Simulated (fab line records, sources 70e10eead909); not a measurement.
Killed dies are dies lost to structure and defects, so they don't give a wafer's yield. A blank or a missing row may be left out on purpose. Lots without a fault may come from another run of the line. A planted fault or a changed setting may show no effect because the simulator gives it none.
Which tool did it? | flow nand_harc | 12 lots, 36 wafers sampled, at 3 steps of a route of 1159

WHAT THE GAUGES READ, wafer by wafer
NHARC_A_BONDPAD_THK_MEAS_30: measures by ellipsometry. Usual: thk_nm 199.8 nm, standard deviation 1.6.
lot  | measured     | on            | thk_nm (nm)       | flag
L779 | day 18 07:24 | film_metro-02 | 198.3 198.0 196.9 |
L781 | day 18 09:43 | film_metro-02 | 199.8 200.9 198.8 |
L783 | day 18 23:16 | film_metro-02 | 201.6 201.0 201.8 |
L784 | day 19 02:46 | film_metro-02 | 196.3 200.0 197.6 |
L785 | day 19 12:22 | film_metro-02 | 200.2 199.1 198.9 |
L787 | day 20 06:22 | film_metro-02 | 196.0 200.0 199.7 |
L793 | day 20 20:06 | film_metro-01 | 200.0 201.0 200.1 |
L794 | day 22 14:08 | film_metro-01 | 200.2 203.0 200.1 |
L797 | day 22 14:43 | film_metro-02 | 200.5 201.1 202.5 |
L796 | day 22 16:08 | film_metro-02 | 201.1 200.4 198.9 |
L798 | day 22 22:27 | film_metro-01 | 199.0 200.6 199.5 |
L799 | day 23 05:25 | film_metro-01 | 197.1 198.2 198.9 |

WHICH TOOL RAN EACH LOT (tool, then ch and the chambers of the sampled wafers, then the start)
lot  | NHARC_A_M1_ETCH_35                 | NHARC_A_M1_CMP_23
L779 | rie_diel-11 ch 0,1, day 18 03:29   | cmp-03 ch 1,2, day 18 05:34
L781 | rie_diel-03 ch 0,2, day 18 05:33   | cmp-01 ch 1,3, day 18 07:53
L783 | rie_diel-11 ch 0,1,3, day 18 19:25 | cmp-01 ch 0,2,3, day 18 21:28
L784 | rie_diel-03 ch 1,2, day 18 22:52   | cmp-01 ch 1,2, day 19 00:53
L785 | rie_diel-11 ch 0,2,3, day 19 08:32 | cmp-02 ch 0,1,3, day 19 10:32
L787 | rie_diel-11 ch 0,1,2, day 20 02:29 | cmp-02 ch 1,2,3, day 20 04:31
L793 | rie_diel-03 ch 1,2, day 20 16:03   | cmp-03 ch 2,3, day 20 18:04
L794 | rie_diel-03 ch 1,2, day 22 10:13   | cmp-01 ch 0,2, day 22 12:16
L797 | rie_diel-05 ch 0,1,3, day 22 10:44 | cmp-02 ch 0,1,3, day 22 12:46
L796 | rie_diel-05 ch 0,2,3, day 22 11:30 | cmp-02 ch 1,2,3, day 22 13:44
L798 | rie_diel-03 ch 2,3, day 22 18:36   | cmp-03 ch 2,3, day 22 20:37
L799 | rie_diel-11 ch 0,1, day 23 01:34   | cmp-02 ch 0,2,3, day 23 03:39
- NHARC_A_M1_ETCH_35: etches the open film in N2/H2, target depth 40 nm, overetch 12 nm, time 43.94 s.
- NHARC_A_M1_CMP_23: polishes, t overpolish 20 s, target thk 154.34 nm.

WHAT THE TOOLS THEMSELVES READ (means of the sampled wafers that have a number; where no wafer has one, the mark that the record gives instead)
NHARC_A_M1_ETCH_35. Usual: drypump_motor_current_A 5.6 A, standard deviation 0.37; oes_product_au 0.995 a.u., standard deviation 0.01; rf_vpp_V 430.5 V, standard deviation 2.2; showerhead_plenum_p_Torr 2.04 Torr, standard deviation 0.074; throttle_valve_pct 14.170 %, standard deviation 0.0088.
lot  | tool        | drypump_motor_current_A (A) | oes_product_au (a.u.) | rf_vpp_V (V) | showerhead_plenum_p_Torr (Torr) | throttle_valve_pct (%) | flag
L779 | rie_diel-11 | 5.3                         | 0.997                 | 431.8        | 2.09                            | 14.177                 |
L781 | rie_diel-03 | 6.0                         | 1.000                 | 429.7        | 2.04                            | 14.170                 |
L783 | rie_diel-11 | 5.3                         | 1.000                 | 431.3        | 2.09                            | 14.170                 |
L784 | rie_diel-03 | 5.6                         | 0.992                 | 429.5        | 2.01                            | 14.172                 |
L785 | rie_diel-11 | 5.4                         | 1.001                 | 432.0        | 2.10                            | 14.165                 |
L787 | rie_diel-11 | 5.4                         | 0.997                 | 431.3        | 2.10                            | 14.168                 |
L793 | rie_diel-03 | 5.6                         | 0.994                 | 430.1        | 2.01                            | 14.172                 |
L794 | rie_diel-03 | 5.5                         | 0.992                 | 430.0        | 2.02                            | 14.166                 |
L797 | rie_diel-05 | 5.5                         | 1.011                 | 431.6        | 2.06                            | 14.160                 |
L796 | rie_diel-05 | 5.8                         | 1.002                 | 431.3        | 2.07                            | 14.174                 |
L798 | rie_diel-03 | 5.7                         | 0.984                 | 428.4        | 1.95                            | 14.168                 |
L799 | rie_diel-11 | 5.2                         | 0.994                 | 432.4        | 2.08                            | 14.169                 |

NHARC_A_M1_CMP_23. Usual: edge_zone_pressure_frac 1.000, standard deviation 0.005; motor_current_A 11.9 A, standard deviation 1.1; pad_life_wafers 290, standard deviation 140; slurry_filter_dp_kPa 13.50 kPa, standard deviation 0.13; time_to_endpoint_s 28 s, standard deviation 3.5.
lot  | tool   | edge_zone_pressure_frac | motor_current_A (A) | pad_life_wafers | slurry_filter_dp_kPa (kPa) | time_to_endpoint_s (s) | flag
L779 | cmp-03 | 0.997                   | 12.3                | 294             | 13.59                      | 28                     |
L781 | cmp-01 | 1.000                   | 11.0                | 188             | 13.50                      | 26                     |
L783 | cmp-01 | 1.003                   | 11.7                | 284             | 13.43                      | 30                     |
L784 | cmp-01 | 1.000                   | 11.8                | 318             | 13.60                      | 24                     |
L785 | cmp-02 | 1.001                   | 11.1                | 91              | 13.59                      | 28                     |
L787 | cmp-02 | 0.999                   | 11.8                | 182             | 13.56                      | 26                     |
L793 | cmp-03 | 1.004                   | 13.3                | 108             | 13.44                      | 27                     |
L794 | cmp-01 | 0.998                   | 12.5                | 181             | 13.46                      | 33                     |
L797 | cmp-02 | 1.001                   | 11.2                | 464             | 13.45                      | 31                     |
L796 | cmp-02 | 1.000                   | 11.4                | 470             | 13.38                      | 26                     |
L798 | cmp-03 | 0.997                   | 13.1                | 372             | 13.58                      | 28                     |
L799 | cmp-02 | 1.001                   | 11.6                | 38              | 13.46                      | 31                     |

THE ANSWER, worked out from the rows above alone
Rule: a lot is off if the mean of its wafers that have a number lies more than 3 standard deviations from the usual mean. A lot without any number at a reading at which 4 lots or more have one is off too. The other lots that the step has rows for count as sound. The gauges are gone through in route order, then the tools' own readings, and for those a lot's mean is taken as printed above. The first step at which some lot is off is used, and at that step the reading that is off furthest; a lot without a number counts as furthest.
No lot is off at any reading shown: from this, nothing can be told.

WHAT THE SIMULATOR HAD PUT IN
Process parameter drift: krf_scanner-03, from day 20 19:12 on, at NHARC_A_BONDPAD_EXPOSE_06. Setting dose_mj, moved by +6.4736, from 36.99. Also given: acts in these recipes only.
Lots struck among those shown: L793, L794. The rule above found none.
